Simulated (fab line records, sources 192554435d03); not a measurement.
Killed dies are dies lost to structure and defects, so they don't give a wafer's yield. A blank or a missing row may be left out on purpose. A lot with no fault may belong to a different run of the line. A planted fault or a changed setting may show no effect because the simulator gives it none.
fab line records	flow n5_finfet
[record] lots = 7	wafers = 21
route steps=1938 shown BEOL_M8@1344 BEOL_M9@1417 BEOL_M10@1474 BEOL_M11@1539
start_h: hours from the record's opening day to when the first of the lot's shown wafers began	wait_h: hours elapsed since this lot's preceding step	" the same as in the row above	L1.1+2: one row covering several wafers at once	- no value, or no start was given	* or withheld: withheld	< > ~ a bound
route shown NAME@n: a module of which the file shows steps, and the number in the route of the first	usual: mean/standard deviation taken from wafers without a fault	same: alike in all rows	chamber/n: place in a boat	sites: each site's reading	_std_site: standard deviation of those values	_edge_site: the outer-site mean with the inner-site mean subtracted	radius_mm: for every site, how far away it sits from the centre of the wafer	mask NAME#n: copy n	behind: tool/chamber where the wafer was last shaped	hold: the reason the lot was held/the length of the hold in hours/how it ended	device: transistor that didn't switch, given as n, p or np	end of line: the tests these same wafers got at the end of their route	where a step has no rows: the recipe by itself	killed: dies lost to structure and defects at the first sort, not the wafer's yield	map: dies across one wafer; x = killed, . = not, _ = none there
set.NAME: the setting as run; set.NAME@STEP: as run at that earlier step	model.NAME: the simulator's own value behind a step, which no gauge read
one table per step and one row per wafer, for lots whose settings were changed on purpose
[[steps]]
[step N5_BEOL_M8_DEVELOP_10]
[recipe] develop_time_s = 30	developer = TMAH	resist = CAR-ArF	rinse_liquid = diw	dry = air_spin	dev_temp_c = 23
lot.wafer	tool	chamber	start_h	wait_h	set.develop_time_s
L074.2+3+4	litho_track-05	0	-	-	30
L079.3+4+5	litho_track-05	0	-	-	30
L081.1+3+5	litho_track-05	0	-	-	30
L082.1	litho_track-04	0	-	-	25.11
L082.2+4	"	0	"	"	30
L083.2	litho_track-05	0	-	-	30
L083.4+5	"	0	"	"	34.19
L087.2+4+5	litho_track-04	0	-	-	30
L097.1+3+6	litho_track-02	0	-	-	30
[step N5_BEOL_M8_STRIP_80]
[recipe] chemistry = N2/H2	time_s = 10	power_w = 450	temp_c = 40	pressure_mtorr = 20	rf_frequency_hz = 6e+07	bias_power_w = 7	n2_flow_sccm = 200	h2_flow_sccm = 200
[step N5_BEOL_M8_HM_STRIP_39]
[recipe] chemistry = peroxide_tin_strip	material = TiN	target_depth_a = 250	temp_c = 50	time_s = 158
lot.wafer	tool	chamber	start_h	wait_h	set.temp_c@BEOL_M8_PECVD_70	model.SiO2_of_BEOL_M8_PECVD_70.thk_nm
L074.2+3+4	wet_bench-04	6,1,2	196.33	0.0	400	19.6
L079.3	wet_bench-04	4	241.47	0.0	400	19.8
L079.4	"	3	"	"	400	19.6
L079.5	"	6	"	"	395.2	20
L081.1+5	wet_bench-01	0,4	242.84	0.0	400	19.4
L081.3	"	2	"	"	400	19.6
L082.1+2	wet_bench-01	6,2	248.16	0.0	400	19.6
L082.4	"	4	"	"	400	19.8
L083.2	wet_bench-01	6	265.36	0.0	408.9	18.4
L083.4	"	3	"	"	408.9	18.8
L083.5	"	4	"	"	400	19.6
L087.2	wet_bench-05	6	292.80	0.0	415.4	18
L087.4	"	2	"	"	400	20.2
L087.5	"	1	"	"	400	20.4
L097.1	wet_bench-04	4	332.69	0.0	400	20
L097.3	"	0	"	"	400	19.6
L097.6	"	7	"	"	415.8	17.2
[step N5_BEOL_M9_DESCUM_16]
[recipe] chemistry = O2	time_s = 7.9	source_power_w = 50	bias_power_w = 20	pressure_mtorr = 20	rf_frequency_hz = 2.712e+07	temp_c = 40	resist = CAR-ArF	o2_flow_sccm = 225
lot.wafer	tool	chamber	start_h	wait_h	set.time_s	model.CAR-ArF_of_BEOL_M9_COAT_05.thk_nm
L074.2+3+4	rie_diel-02	1,1,0	202.18	0.0	7.9	83.6
L079.3+4	rie_diel-04	0,1	248.21	0.0	7.9	83.4
L079.5	"	0	"	"	7.9	83.2
L081.1	rie_diel-02	0	248.43	0.0	7.9	83.6
L081.3+5	"	3	"	"	7.9	83.4
L082.1	rie_diel-02	2	253.81	0.0	7.9	83.4
L082.2+4	"	3,0	"	"	8.921	82.8
L083.2+5	rie_diel-05	2,0	271.01	0.0	7.9	83
L083.4	"	0	"	"	7.9	83.4
L087.2	rie_diel-04	1	299.70	0.1	6.298	84.4
L087.4	"	0	"	"	7.9	83.2
L087.5	"	3	"	"	7.9	83
L097.1+6	rie_diel-02	2,1	337.31	0.0	7.9	83.8
L097.3	"	1	"	"	7.9	83.6
[step N5_BEOL_M9_ETCH_61]
[recipe] chemistry = CF4	target = SiARC	target_depth_a = 390	mask_material = CAR-ArF	time_s = 65	ion_energy_ev = 80	pressure_mtorr = 40	source_w = 545	bias_w = 36	Ar_flow_sccm = 100	cf4_flow_sccm = 100	ends = cleared
lot.wafer	tool	chamber	start_h	wait_h	set.time_s@BEOL_M9_DESCUM_16	model.CAR-ArF_of_BEOL_M9_COAT_05.thk_nm
L074.2+3+4	rie_diel-02	1,1,0	202.23	0.0	7.9	55.6
L079.3+4	rie_diel-04	0,1	248.25	0.0	7.9	55.4
L079.5	"	0	"	"	7.9	55.2
L081.1+3	rie_diel-02	0,3	248.47	0.0	7.9	55.6
L081.5	"	3	"	"	7.9	55.4
L082.1	rie_diel-02	2	253.85	0.0	7.9	55.4
L082.2+4	"	3,0	"	"	8.921	54.8
L083.2+5	rie_diel-05	2,0	271.05	0.0	7.9	55
L083.4	"	0	"	"	7.9	55.6
L087.2	rie_diel-04	1	299.74	0.0	6.298	56.6
L087.4+5	"	0,3	"	"	7.9	55.4
L097.1+3+6	rie_diel-02	2,1,1	337.34	0.0	7.9	55.8
[step N5_BEOL_M9_ETCH_62]
[recipe] chemistry = N2/H2	target = SOC	target_depth_a = 1100	overetch_a = 220	mask_material = SiARC	temp_c = 40	time_s = 165	ion_energy_ev = 200	pressure_mtorr = 30	source_w = 840	bias_w = 150	n2_flow_sccm = 200	h2_flow_sccm = 200
lot.wafer	tool	chamber	start_h	wait_h	set.time_s	model.SiARC_of_BEOL_M9_COAT_60.thk_nm
L074.2+3	rie_diel-02	1	202.30	0.1	165	24
L074.4	"	0	"	"	165	23.6
L079.3+4	rie_diel-04	0,1	248.30	0.0	165	23.4
L079.5	"	0	"	"	153.8	24
L081.1	rie_diel-02	0	248.52	0.0	165	23.6
L081.3	"	3	"	"	165	23.4
L081.5	"	3	"	"	134.9	24.6
L082.1+4	rie_diel-02	2,0	253.90	0.0	189.6	22.6
L082.2	"	3	"	"	165	23.4
L083.2	rie_diel-05	2	271.10	0.0	165	23.6
L083.4+5	"	0	"	"	165	23.8
L087.2+4+5	rie_diel-04	1,0,3	299.79	0.0	165	23.2
L097.1	rie_diel-02	2	337.39	0.0	199.5	22.2
L097.3	"	1	"	"	199.5	22.6
L097.6	"	1	"	"	165	24
[step N5_BEOL_M9_STRIP_68]
[recipe] chemistry = N2/H2	temp_c = 40	n2_flow_sccm = 200	h2_flow_sccm = 200	rf_frequency_hz = 6e+07
[step N5_BEOL_M9_STRIP_67]
[recipe] chemistry = CF4	resist = SiARC	power_w = 300	bias_power_w = 75	pressure_mtorr = 50	cf4_flow_sccm = 150	rf_frequency_hz = 6e+07
[step N5_BEOL_M9_HM_OPEN_17]
[recipe] chemistry = Cl2/BCl3	target_depth_a = 200	overetch_a = 60	target = TiN	mask_material = SOC	ion_energy_ev = 150	pressure_mtorr = 10	icp_w = 1000	bias_w = 126	Cl2_flow_sccm = 53.25	bcl3_flow_sccm = 21.75	Ar_flow_sccm = 25
lot.wafer	tool	chamber	start_h	wait_h	set.time_s@BEOL_M9_ETCH_62	model.etch.depth_nm
L074.2	rie_metal-03	1	202.57	0.0	165	19.75
L074.3	"	1	"	"	165	20.07
L074.4	"	0	"	"	165	19.99
L079.3	rie_metal-02	1	248.51	0.1	165	19.88
L079.4	"	0	"	"	165	19.9
L079.5	"	1	"	"	153.8	20.04
L081.1	rie_metal-03	1	248.70	0.0	165	20.02
L081.3	"	0	"	"	165	19.63
L081.5	"	1	"	"	134.9	19.99
L082.1	rie_metal-01	1	254.08	0.0	189.6	17.21
L082.2	"	0	"	"	165	19.94
L082.4	"	0	"	"	189.6	17.3
L083.2	rie_metal-02	1	271.29	0.0	165	20.06
L083.4	"	1	"	"	165	20
L083.5	"	0	"	"	165	20.09
L087.2	rie_metal-02	1	299.97	0.0	165	19.77
L087.4	"	1	"	"	165	20.22
L087.5	"	0	"	"	165	19.89
L097.1	rie_metal-03	0	337.58	0.0	199.5	17.05
L097.3	"	1	"	"	199.5	16.99
L097.6	"	1	"	"	165	19.99
[step N5_BEOL_M10_HM_DEP_02]
[recipe] material = TiN	target_thk_a = 200	temp_c = 25	chamber_pressure_pa = 0.49996
lot.wafer	tool	chamber	start_h	wait_h	set.target_thk_a	model.TiN_of_BEOL_M10_HM_DEP_02.thk_nm
L074.2+4	pvd_sputter-01	-	211.11	2.1	200	20
L074.3	"	-	"	"	200	19.8
L081.1	pvd_sputter-02	-	253.46	0.5	180.9	18.4
L081.3	"	-	"	"	200	20
L081.5	"	-	"	"	180.9	18.2
L079.3	pvd_sputter-01	-	257.25	2.2	200	19.8
L079.4	"	-	"	"	200	20.2
L079.5	"	-	"	"	182.4	18.2
L082.1	pvd_sputter-03	-	265.21	1.2	200	20
L082.2	"	-	"	"	207.9	20.6
L082.4	"	-	"	"	207.9	20.8
L083.2	pvd_sputter-02	-	278.45	0.6	216.5	21.4
L083.4	"	-	"	"	216.5	21.8
L083.5	"	-	"	"	200	20.2
L087.2+5	pvd_sputter-03	-	306.97	0.7	200	20
L087.4	"	-	"	"	200	19.6
L097.1+3+6	pvd_sputter-02	-	343.57	1.7	200	20
[step N5_BEOL_M10_EXPOSE_08]
[recipe] mask_id = M10	na = 1.35	source_shape = dipole	sigma_inner = 0.411	sigma_outer = 0.611	polarization = te	dose_mj = 53.75
lot.wafer	tool	chamber	start_h	wait_h	mask	set.dose_mj
L074.2+3+4	arfi_scanner-01	0	211.48	-	M10#0	53.75
L081.1+5	arfi_scanner-01	0	253.83	-	M10#0	54.83
L081.3	"	0	"	"	M10#0	53.75
L079.3+4+5	arfi_scanner-03	0	257.64	-	M10#0	56.53
L082.1+2	arfi_scanner-02	0	265.45	-	M10#0	53.75
L082.4	"	0	"	"	M10#0	55.07
L083.2	arfi_scanner-03	0	278.83	-	M10#0	53.75
L083.4+5	"	0	"	"	M10#0	52.06
L087.2+4	arfi_scanner-03	0	307.35	-	M10#0	53.75
L087.5	"	0	"	"	M10#0	49.87
L097.1	arfi_scanner-02	0	344.04	-	M10#0	53.75
L097.3+6	"	0	"	"	M10#0	52.66
[step N5_BEOL_M10_PEB_09]
[recipe] peb_temp_c = withheld	peb_time_s = 60	resist = CAR-ArF
[step N5_BEOL_M10_DEVELOP_10]
[recipe] develop_time_s = 30	developer = TMAH	resist = CAR-ArF	rinse_liquid = diw	dry = air_spin	dev_temp_c = 23
[step N5_BEOL_M10_CD_MEAS_11]
[recipe] target_cd_nm = 64.1	landing_energy_ev = 500	detector = se_inlens	polarity = opening
[usual] cd_nm = 64.3/0.75
lot.wafer	tool	chamber	start_h	wait_h	set.dose_mj@BEOL_M10_EXPOSE_08	cd_nm
L074.2	cd_sem-02	0	211.61	-	53.75	65.4
L074.3	"	0	"	"	53.75	64.5
L074.4	"	0	"	"	53.75	64.5
L081.1	cd_sem-03	0	253.96	-	54.83	65.2
L081.3	"	0	"	"	53.75	64.1
L081.5	"	0	"	"	54.83	65.3
L079.3	cd_sem-02	0	257.75	-	56.53	67.5
L079.4	"	0	"	"	56.53	67.5
L079.5	"	0	"	"	56.53	67.2
L082.1	cd_sem-02	0	265.58	-	53.75	63.8
L082.2	"	0	"	"	53.75	64.4
L082.4	"	0	"	"	55.07	66.0
L083.2	cd_sem-03	0	278.95	-	53.75	65.2
L083.4	"	0	"	"	52.06	63.0
L083.5	"	0	"	"	52.06	64.1
L087.2	cd_sem-03	0	307.47	-	53.75	64.0
L087.4	"	0	"	"	53.75	63.7
L087.5	"	0	"	"	49.87	59.3
L097.1	cd_sem-02	0	344.17	-	53.75	63.2
L097.3	"	0	"	"	52.66	61.9
L097.6	"	0	"	"	52.66	63.2
[step N5_BEOL_M10_STRIP_68]
[recipe] chemistry = N2/H2	temp_c = 40	n2_flow_sccm = 200	h2_flow_sccm = 200	rf_frequency_hz = 6e+07
[step N5_BEOL_M10_STRIP_67]
[recipe] chemistry = CF4	resist = SiARC	power_w = 300	bias_power_w = 75	pressure_mtorr = 50	cf4_flow_sccm = 150	rf_frequency_hz = 6e+07
[step N5_BEOL_M10_HM_OPEN_17]
[recipe] chemistry = Cl2/BCl3	target_depth_a = 200	overetch_a = 60	target = TiN	mask_material = SOC	ion_energy_ev = 150	pressure_mtorr = 10	icp_w = 1000	bias_w = 126	Cl2_flow_sccm = 53.25	bcl3_flow_sccm = 21.75	Ar_flow_sccm = 25
lot.wafer	tool	chamber	start_h	wait_h	set.target_thk_a@BEOL_M10_HM_DEP_02	model.etch.depth_nm
L074.2	rie_metal-02	1	211.96	0.0	200	19.92
L074.3	"	1	"	"	200	19.71
L074.4	"	0	"	"	200	19.93
L081.1	rie_metal-02	0	254.52	0.1	180.9	18.38
L081.3	"	0	"	"	200	20.06
L081.5	"	1	"	"	180.9	18.12
L079.3	rie_metal-02	0	258.14	0.1	200	19.85
L079.4	"	1	"	"	200	20.1
L079.5	"	0	"	"	182.4	18.19
L082.1	rie_metal-02	0	266.12	0.0	200	19.9
L082.2	"	1	"	"	207.9	20.61
L082.4	"	1	"	"	207.9	20.77
L083.2	rie_metal-01	0	279.31	0.0	216.5	21.47
L083.4	"	0	"	"	216.5	21.7
L083.5	"	0	"	"	200	20.24
L087.2	rie_metal-03	1	307.83	0.0	200	20.06
L087.4	"	0	"	"	200	19.68
L087.5	"	0	"	"	200	19.95
L097.1	rie_metal-01	1	344.53	0.0	200	19.98
L097.3	"	1	"	"	200	19.93
L097.6	"	1	"	"	200	20.01
[step N5_BEOL_M10_STRIP_19]
[recipe] chemistry = O2	power_w = 400	temp_c = 40	pressure_mtorr = 30	rf_frequency_hz = 6e+07	bias_power_w = 0	overash_fraction = 0.2	o2_flow_sccm = 225
[step N5_BEOL_M10_CD_MEAS_18]
[recipe] pitch_nm = 140	target_cd_nm = 70
[usual] cd_nm = 70.2/0.83
lot.wafer	tool	chamber	start_h	wait_h	set.dose_mj@BEOL_M10_EXPOSE_08	cd_nm
L074.2	cd_sem-03	-	212.18	0.1	53.75	71.5
L074.3	"	-	"	"	53.75	70.6
L074.4	"	-	"	"	53.75	70.1
L081.1	cd_sem-01	-	254.70	0.0	54.83	70.8
L081.3	"	-	"	"	53.75	69.6
L081.5	"	-	"	"	54.83	71.2
L079.3	cd_sem-02	-	258.30	0.1	56.53	73.6
L079.4	"	-	"	"	56.53	73.9
L079.5	"	-	"	"	56.53	72.7
L082.1	cd_sem-03	-	266.30	0.0	53.75	69.1
L082.2	"	-	"	"	53.75	70.0
L082.4	"	-	"	"	55.07	71.6
L083.2	cd_sem-03	-	279.49	0.1	53.75	71.3
L083.4	"	-	"	"	52.06	69.1
L083.5	"	-	"	"	52.06	69.7
L087.2	cd_sem-03	-	308.01	0.1	53.75	69.0
L087.4	"	-	"	"	53.75	70.1
L087.5	"	-	"	"	49.87	65.7
L097.1	cd_sem-02	-	344.71	0.0	53.75	69.3
L097.3	"	-	"	"	52.66	67.9
L097.6	"	-	"	"	52.66	69.6
[step N5_BEOL_M10_COAT_63]
[recipe] resist = SOC	temp_c = 250	time_s = 60	spin_rpm = 1500	resist_thk_nm = 100
[step N5_BEOL_M10_COAT_64]
[recipe] resist = SiARC	temp_c = 220	time_s = 60	spin_rpm = 1500	resist_thk_nm = 30
[step N5_BEOL_M10_STRIP_73]
[recipe] chemistry = C4F6/O2	resist = SiARC	rf_frequency_hz = 6e+07
[step N5_BEOL_M10_STRIP_36]
[recipe] chemistry = N2/H2	power_w = 450	temp_c = 40	pressure_mtorr = 20	rf_frequency_hz = 6e+07	overash_fraction = 0.3	bias_power_w = 7	h2_frac = 0.5	n2_flow_sccm = 200	h2_flow_sccm = 200
[step N5_BEOL_M10_TRENCH_ETCH_37]
[recipe] chemistry = C4F6/O2	target_depth_a = 1488.3	target = SiCOH_lowk	time_s = 48	ion_energy_ev = 250	pressure_mtorr = 30	source_w = 345	bias_w = 185	Ar_flow_sccm = 300	C4F6_flow_sccm = 10	O2_flow_sccm = 10
lot.wafer	tool	chamber	start_h	wait_h	set.target_thk_a@BEOL_M10_HM_DEP_02	model.TiN_of_BEOL_M10_HM_DEP_02.thk_nm
L074.2	rie_diel-03	3	-	-	200	15.6
L074.3+4	"	0,2	"	"	200	15.8
L081.1	rie_diel-06	3	-	-	180.9	14.2
L081.3	"	0	"	"	200	16
L081.5	"	3	"	"	180.9	14
L079.3	rie_diel-03	3	-	-	200	15.6
L079.4	"	0	"	"	200	16.2
L079.5	"	3	"	"	182.4	14
L082.1	rie_diel-01	3	-	-	200	15.8
L082.2+4	"	1,0	"	"	207.9	16.6
L083.2	rie_diel-06	0	-	-	216.5	17.4
L083.4	"	3	"	"	216.5	17.6
L083.5	"	2	"	"	200	16.2
L087.2	rie_diel-01	3	-	-	200	16
L087.4	"	2	"	"	200	15.6
L087.5	"	3	"	"	200	15.8
L097.1+3+6	rie_diel-06	3,0,3	-	-	200	16
[step N5_BEOL_M10_ETCH_41]
[recipe] chemistry = CH3F/O2	target = SiCN	target_depth_a = 426	taper_deg = 2	time_s = 86	ion_energy_ev = 120	mask_material = TiN	pressure_mtorr = 30	source_w = 395	bias_w = 75	Ar_flow_sccm = 150	CH3F_flow_sccm = 30	O2_flow_sccm = 20
[step N5_BEOL_M10_STRIP_77]
[recipe] chemistry = N2/H2	time_s = 10	power_w = 450	temp_c = 40	pressure_mtorr = 20	rf_frequency_hz = 6e+07	bias_power_w = 7	n2_flow_sccm = 200	h2_flow_sccm = 200
[step N5_BEOL_M10_PRECLEAN_42]
[recipe] chemistry = residue_remover	time_s = 60	temp_c = 40
[step N5_BEOL_M10_SRD_43]
[recipe] time_s = 30	temp_c = 23	rinse_liquid = diw	dry = ipa_marangoni
[step N5_BEOL_M10_CD_MEAS_35]
[recipe] target_cd_nm = 70	polarity = opening
[usual] cd_nm = 70.2/0.86
lot.wafer	tool	chamber	start_h	wait_h	set.dose_mj@BEOL_M10_EXPOSE_08	cd_nm
L074.2	cd_sem-01	-	214.29	0.0	53.75	71.2
L074.3	"	-	"	"	53.75	70.9
L074.4	"	-	"	"	53.75	69.7
L081.1	cd_sem-02	-	258.18	0.0	54.83	70.7
L081.3	"	-	"	"	53.75	69.9
L081.5	"	-	"	"	54.83	71.8
L079.3	cd_sem-02	-	259.47	0.0	56.53	72.9
L079.4	"	-	"	"	56.53	74.2
L079.5	"	-	"	"	56.53	73.3
L082.1	cd_sem-02	-	268.48	0.0	53.75	69.2
L082.2	"	-	"	"	53.75	70.1
L082.4	"	-	"	"	55.07	71.4
L083.2	cd_sem-03	-	281.53	0.0	53.75	71.0
L083.4	"	-	"	"	52.06	69.3
L083.5	"	-	"	"	52.06	69.8
L087.2	cd_sem-02	-	311.64	0.0	53.75	68.9
L087.4	"	-	"	"	53.75	70.6
L087.5	"	-	"	"	49.87	65.2
L097.1	cd_sem-02	-	347.51	0.0	53.75	69.1
L097.3	"	-	"	"	52.66	67.8
L097.6	"	-	"	"	52.66	69.4
[step N5_BEOL_M11_PECVD_70]
[recipe] material = SiO2	target_thk_a = 200	temp_c = 400	precursor = TEOS/O2	pressure_torr = 5.5	rf_w = 450	teos_flow_sccm = 53.8	gas = O2	flow_sccm = 3000	time_s = 22.7
lot.wafer	tool	chamber	start_h	wait_h	set.temp_c	model.SiO2_of_BEOL_M11_PECVD_70.thk_nm
L074.2	pecvd-01	2	217.45	0.0	400	20
L074.3	"	1	"	"	400	19.8
L074.4	"	0	"	"	400	20.4
L081.1	pecvd-02	1	261.40	0.0	400	19
L081.3	"	2	"	"	382.1	22.2
L081.5	"	2	"	"	382.1	22.4
L079.3	pecvd-04	1	264.49	0.0	383.9	21.2
L079.4	"	0	"	"	400	19.8
L079.5	"	1	"	"	383.9	22
L082.1+2	pecvd-04	0,1	271.52	0.0	400	19.4
L082.4	"	0	"	"	400	20.2
L083.2	pecvd-04	1	285.18	0.0	414.8	18
L083.4+5	"	0,2	"	"	400	20.4
L087.2	pecvd-02	2	314.82	0.0	388.7	22.2
L087.4	"	0	"	"	388.7	22.4
L087.5	"	2	"	"	400	21
L097.1	pecvd-04	0	351.10	0.0	400	19.8
L097.3	"	1	"	"	384.1	21.6
L097.6	"	0	"	"	384.1	22.6
[[key]]
[split] step = N5_BEOL_M8_DEVELOP_10	setting = develop_time_s	stated = 30	by = wafer
response none clear
[split] step = N5_BEOL_M9_DESCUM_16	setting = time_s	stated = 7.9	by = wafer
[response] step = N5_BEOL_M9_DESCUM_16	reading = model.CAR-ArF_of_BEOL_M9_COAT_05.thk_nm	change = -0.059	per = 1%	r = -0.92
[response] step = N5_BEOL_M9_ETCH_61	reading = model.CAR-ArF_of_BEOL_M9_COAT_05.thk_nm	change = -0.0555	per = 1%	r = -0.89
[split] step = N5_BEOL_M9_ETCH_62	setting = time_s	stated = 165	by = wafer
[response] step = N5_BEOL_M9_ETCH_62	reading = model.SiARC_of_BEOL_M9_COAT_60.thk_nm	change = -0.067	per = 1%	r = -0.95
[response] step = N5_BEOL_M9_HM_OPEN_17	reading = model.etch.depth_nm	shape = bent	at_lowest = 19.99	at_stated = 19.95	at_highest = 17.02
[split] step = N5_BEOL_M10_HM_DEP_02	setting = target_thk_a	stated = 200	by = wafer
[response] step = N5_BEOL_M10_HM_DEP_02	reading = model.TiN_of_BEOL_M10_HM_DEP_02.thk_nm	change = +0.184	per = 1%	r = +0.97
[response] step = N5_BEOL_M10_HM_OPEN_17	reading = model.etch.depth_nm	change = +0.187	per = 1%	r = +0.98
[response] step = N5_BEOL_M10_TRENCH_ETCH_37	reading = model.TiN_of_BEOL_M10_HM_DEP_02.thk_nm	change = +0.193	per = 1%	r = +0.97
[split] step = N5_BEOL_M10_EXPOSE_08	setting = dose_mj	stated = 53.75	by = wafer
[response] step = N5_BEOL_M10_CD_MEAS_11	reading = cd_nm	change = +0.606	per = 1%	r = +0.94
[response] step = N5_BEOL_M10_CD_MEAS_18	reading = cd_nm	change = +0.559	per = 1%	r = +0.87
[response] step = N5_BEOL_M10_CD_MEAS_35	reading = cd_nm	change = +0.598	per = 1%	r = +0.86
[split] step = N5_BEOL_M11_PECVD_70	setting = temp_c	stated = 400	by = wafer
[response] step = N5_BEOL_M11_PECVD_70	reading = model.SiO2_of_BEOL_M11_PECVD_70.thk_nm	change = -0.593	per = 1%	r = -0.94
split outside_this_file step=N5_BEOL_M8_PECVD_70 setting=temp_c
// split outside_this_file: this setting was split too, and the file shows its column; the key of that split is in another file
